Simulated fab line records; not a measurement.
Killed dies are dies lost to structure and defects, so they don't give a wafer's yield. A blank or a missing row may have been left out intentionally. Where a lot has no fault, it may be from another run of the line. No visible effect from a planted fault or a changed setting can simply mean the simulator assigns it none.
Comparing a struck lot with a sound one -- flow n5_finfet -- 16 out of 1938 route steps
Sound: these wafers, L772.2, L772.4, L772.5. Wafers L786.2, L786.3 were the ones struck. The cause is given at the end.
Per side, at each step with rows, come the tool, then ch with its chambers, and then its first start. Under that, the readings that differ: sound wafers -- struck wafers -- difference of the means -- sigmas: that difference in standard deviations of wafers without a fault.
alike: readings with means less than 2 such deviations apart, plus words and numbers identical on both sides. not compared: withheld readings, readings lacking a value on some wafer, bounds such as >300 that could conceal the same value, and numbers that have no deviation in the record and whose values overlap.
The two part at a step that has a row with sigmas, a row that says differs or no value, or rows on one side only. Numbers that have no deviation but don't overlap get no sigmas and don't part them. A reading missing from all wafers of one side parts the sides only when that side holds two or more wafers.

N5_SDB_CD_MEAS_11: target cd 50 nm.
  sound on cd_sem-03 ch 0, day 4 16:09; struck on cd_sem-01 ch 0, day 8 02:20
  alike: cd_nm
N5_SDB_OVL_MEAS_12:
  sound on overlay-02 ch 0, day 4 16:11; struck on overlay-02 ch 0, day 8 02:22
  alike: SDB_OVL
N5_SDB_INSPECT_13: inspects for defects (brightfield).
  sound on defect_inspect-01 at day 4 16:13; struck on defect_inspect-01 at day 8 02:23
reading,sound,struck,difference,sigmas
raw_defect_count,196 187 139,78 82,-94,-2
N5_SDB_DESCUM_16: chemistry O2, time 7.9 s.
  sound on rie_diel-01 ch 0,2,3, day 4 17:16; struck on rie_diel-05 ch 1,3, day 8 02:25
  alike: drypump_motor_current_A, oes_product_au, rf_fwd_power_W, rf_vpp_V, showerhead_plenum_p_Torr, throttle_valve_pct
  not compared: rf_hours_counter_h
then, 1 step without rows for these wafers: N5_SDB_ETCH_17 (etches SiARC in CF4, target depth 23.4 nm, time 39 s).
N5_SDB_ETCH_18: etches SOC in N2/H2, target depth 100 nm, overetch 20 nm, time 150 s.
  sound on rie_diel-01 ch 0,2,3, day 4 17:20; struck on rie_diel-05 ch 1,3, day 8 02:29
  alike: drypump_motor_current_A, n2_flow_sccm, oes_product_au, rf_fwd_power_W, rf_vpp_V, showerhead_plenum_p_Torr, throttle_valve_pct
  not compared: rf_hours_counter_h
then, 1 step without rows for these wafers: N5_SDB_STRIP_19 (strips in N2/H2).
N5_SDB_STRIP_21: strips in CF4.
  sound on rie_diel-01 ch 0,2,3, day 4 17:28; struck on rie_diel-05 ch 1,3, day 8 02:38
  alike: drypump_motor_current_A, oes_product_au, rf_fwd_power_W, rf_vpp_V, showerhead_plenum_p_Torr, throttle_valve_pct
  not compared: rf_hours_counter_h
N5_SDB_HM_OPEN_20: chemistry CH3F/O2, target SiNx, stops on poly-Si, target depth 24 nm.
  sound on rie_diel-01 ch 0,2,3, day 4 17:29; struck on rie_diel-05 ch 1,3, day 8 02:39
  alike: drypump_motor_current_A, oes_ar_750_au, oes_product_au, rf_fwd_power_W, rf_vpp_V, showerhead_plenum_p_Torr, throttle_valve_pct
  not compared: rf_hours_counter_h
N5_SDB_STRIP_22: strips in N2/H2.
  sound on plasma_asher-02 ch 0,1, day 4 17:34; struck on plasma_asher-01 ch 0,1, day 8 02:44
  alike: drypump_motor_current_A, heater_power_w, n2_flow_sccm, oes_product_au, strip_time_to_endpoint_s
  not compared: rf_hours_counter_h
then, 2 steps without rows for these wafers: N5_SDB_PRECLEAN_23 (cleans in dHF, time 30 s); N5_SDB_DUMMY_REMOVE_24 (chemistry TMAH, target poly-Si, stops on SiO2, target depth 142 nm, time 57 s, rinse time 30 s).
N5_SDB_ETCH_25: etches SiO2 in C4F6/O2, target depth 10 nm, time 3.3 s.
  sound on rie_diel-01 ch 0,1, day 4 19:09; struck on rie_diel-01 ch 2,3, day 8 02:57
reading,sound,struck,difference,sigmas
oes_ar_750_au (a.u.),0.83 0.92 0.83,0.72 0.74,-0.13,-2
oes_product_au (a.u.),0.84 0.94 0.84,0.72 0.73,-0.15,-2
rf_fwd_power_W (W),342.1 343.1 343.4,- -,no value on the struck wafers,
model.etch.depth_nm (nm),9.91 10.05 9.885,7.339 7.303,-2.627,
  alike: drypump_motor_current_A, rf_vpp_V, showerhead_plenum_p_Torr, throttle_valve_pct
  not compared: rf_hours_counter_h
then, 1 step without rows for these wafers: N5_SDB_CUT_ETCH_26 (etches Si in HBr/Cl2/O2, target depth 129.6 nm, bt time 20 s, time 51.8 s).
-- the record jumps here: 5 days lie between the struck wafers' starts before and after (it left off in module SDB and takes up again in module BEOL_M4, whose first step shown is number 1111 of the route) --
N5_BEOL_M4_RC_MEAS_101:
  sound on prober-02 ch 0, day 8 23:05; struck on prober-01 ch 0, day 12 21:52
  alike: DIBL_N, DIBL_P, IOFF_N, IOFF_P, ION_N, ION_P, SS_N, SS_P, VT_N, VT_P
after that, 1 step had no rows for these wafers: N5_PASSIVATION_PROBE_49.

WHERE THEY PART
At N5_SDB_INSPECT_13 first; at N5_SDB_ETCH_25 last (within this record only). Later steps at which nothing parts them and some readings are alike: N5_BEOL_M4_RC_MEAS_101.

WHY: what the simulator had put in
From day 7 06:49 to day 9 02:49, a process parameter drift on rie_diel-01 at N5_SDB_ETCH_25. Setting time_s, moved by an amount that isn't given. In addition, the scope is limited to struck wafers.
